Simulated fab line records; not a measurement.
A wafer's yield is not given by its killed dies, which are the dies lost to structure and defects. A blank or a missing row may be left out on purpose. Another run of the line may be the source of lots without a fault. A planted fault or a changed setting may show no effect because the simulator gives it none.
Chamber matching :: flow n5-finfet :: pecvd-03 running N5_BEOL_M6_ILD_DEP_00: 3 sister chambers
The step deposits SiCOH lowk from DEMS/porogen, target thk 179.75 nm, time 33.4 s. 18 wafers are shown with their chamber, then 9 later ones without.

## WAFERS PAIRED WITH THEIR CHAMBERS
wafer: L076.4
chamber: 0
showerhead-plenum-p-Torr (Torr): 5.736
heater-power-w (W): 362
throttle-valve-pct (%): 14.0

wafer: L076.5
chamber: 1
showerhead-plenum-p-Torr (Torr): 5.762
heater-power-w (W): 271
throttle-valve-pct (%): 13.4

wafer: L076.6
chamber: 2
showerhead-plenum-p-Torr (Torr): 5.762
heater-power-w (W): 299
throttle-valve-pct (%): 14.0

wafer: L077.2
chamber: 0
showerhead-plenum-p-Torr (Torr): 5.747
heater-power-w (W): 359
throttle-valve-pct (%): 13.7

wafer: L077.3
chamber: 0
showerhead-plenum-p-Torr (Torr): 5.718
heater-power-w (W): 360
throttle-valve-pct (%): 14.2

wafer: L077.4
chamber: 2
showerhead-plenum-p-Torr (Torr): 5.748
heater-power-w (W): 283
throttle-valve-pct (%): 13.8

wafer: L078.2
chamber: 0
showerhead-plenum-p-Torr (Torr): 5.739
heater-power-w (W): 310
throttle-valve-pct (%): 13.9

wafer: L078.4
chamber: 1
showerhead-plenum-p-Torr (Torr): 5.777
heater-power-w (W): 293
throttle-valve-pct (%): 13.0

wafer: L078.6
chamber: 1
showerhead-plenum-p-Torr (Torr): 5.766
heater-power-w (W): 286
throttle-valve-pct (%): 13.1

wafer: L081.2
chamber: 1
showerhead-plenum-p-Torr (Torr): 5.767
heater-power-w (W): 254
throttle-valve-pct (%): 13.1

wafer: L081.3
chamber: 1
showerhead-plenum-p-Torr (Torr): 5.761
heater-power-w (W): 256
throttle-valve-pct (%): 13.4

wafer: L081.5
chamber: 1
showerhead-plenum-p-Torr (Torr): 5.756
heater-power-w (W): 258
throttle-valve-pct (%): 13.2

wafer: L082.2
chamber: 1
showerhead-plenum-p-Torr (Torr): 5.769
heater-power-w (W): 290
throttle-valve-pct (%): 13.3

wafer: L082.4
chamber: 0
showerhead-plenum-p-Torr (Torr): 5.733
heater-power-w (W): 371
throttle-valve-pct (%): 14.2

wafer: L082.5
chamber: 2
showerhead-plenum-p-Torr (Torr): 5.751
heater-power-w (W): 322
throttle-valve-pct (%): 12.9

wafer: L084.1
chamber: 2
showerhead-plenum-p-Torr (Torr): 5.745
heater-power-w (W): 271
throttle-valve-pct (%): 12.8

wafer: L084.5
chamber: 2
showerhead-plenum-p-Torr (Torr): 5.746
heater-power-w (W): 284
throttle-valve-pct (%): 12.6

wafer: L084.6
chamber: 0
showerhead-plenum-p-Torr (Torr): 5.734
heater-power-w (W): 314
throttle-valve-pct (%): 14.0

SIGNATURES (means of the wafers above)
reading: showerhead-plenum-p-Torr
chamber 0: 5.73450
chamber 1: 5.76543
chamber 2: 5.75040
scatter within a chamber: 0.0078

reading: heater-power-w
chamber 0: 346.00
chamber 1: 272.57
chamber 2: 291.80
scatter within a chamber: 21.3

reading: throttle-valve-pct
chamber 0: 14.000
chamber 1: 13.214
chamber 2: 13.220
scatter within a chamber: 0.359
Rule: distance of a wafer from a chamber = root of the sum over the readings of ((wafer's reading minus chamber's mean) / reading's scatter) squared. The wafer belongs to the nearest chamber; if the next one is less than 2 further off, it can't be placed. The scatter: the root of (the sum of the squares of (reading less its chamber's mean) over the shown wafers, divided by (wafers less chambers)).

## WAFERS WITHOUT THEIR CHAMBER
wafer: L086.2
showerhead-plenum-p-Torr (Torr): 5.751
heater-power-w (W): 346
throttle-valve-pct (%): 13.9

wafer: L086.3
showerhead-plenum-p-Torr (Torr): 5.755
heater-power-w (W): 279
throttle-valve-pct (%): 13.0

wafer: L086.5
showerhead-plenum-p-Torr (Torr): 5.738
heater-power-w (W): 354
throttle-valve-pct (%): 14.0

wafer: L091.1
showerhead-plenum-p-Torr (Torr): 5.747
heater-power-w (W): 270
throttle-valve-pct (%): 13.0

wafer: L091.3
showerhead-plenum-p-Torr (Torr): 5.734
heater-power-w (W): 368
throttle-valve-pct (%): 14.2

wafer: L091.4
showerhead-plenum-p-Torr (Torr): 5.726
heater-power-w (W): 378
throttle-valve-pct (%): 13.9

wafer: L096.1
showerhead-plenum-p-Torr (Torr): 5.736
heater-power-w (W): 326
throttle-valve-pct (%): 14.0

wafer: L096.3
showerhead-plenum-p-Torr (Torr): 5.759
heater-power-w (W): 307
throttle-valve-pct (%): 12.8

wafer: L096.4
showerhead-plenum-p-Torr (Torr): 5.775
heater-power-w (W): 282
throttle-valve-pct (%): 13.0

## THE CHAMBER EACH PASSED THROUGH
wafer: L086.2
from the rows above: can't be placed: 0 or 2
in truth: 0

wafer: L086.3
from the rows above: can't be placed: 2 or 1
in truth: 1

wafer: L086.5
from the rows above: 0
in truth: 0

wafer: L091.1
from the rows above: can't be placed: 2 or 1
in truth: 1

wafer: L091.3
from the rows above: 0
in truth: 0

wafer: L091.4
from the rows above: 0
in truth: 0

wafer: L096.1
from the rows above: 0
in truth: 0

wafer: L096.3
from the rows above: can't be placed: 2 or 1
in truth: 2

wafer: L096.4
from the rows above: can't be placed: 1 or 2
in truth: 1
4 of 9 placed correctly. From these rows, 5 cannot be placed; in 5 the true chamber is one of the candidates. Number placed wrongly: 0.
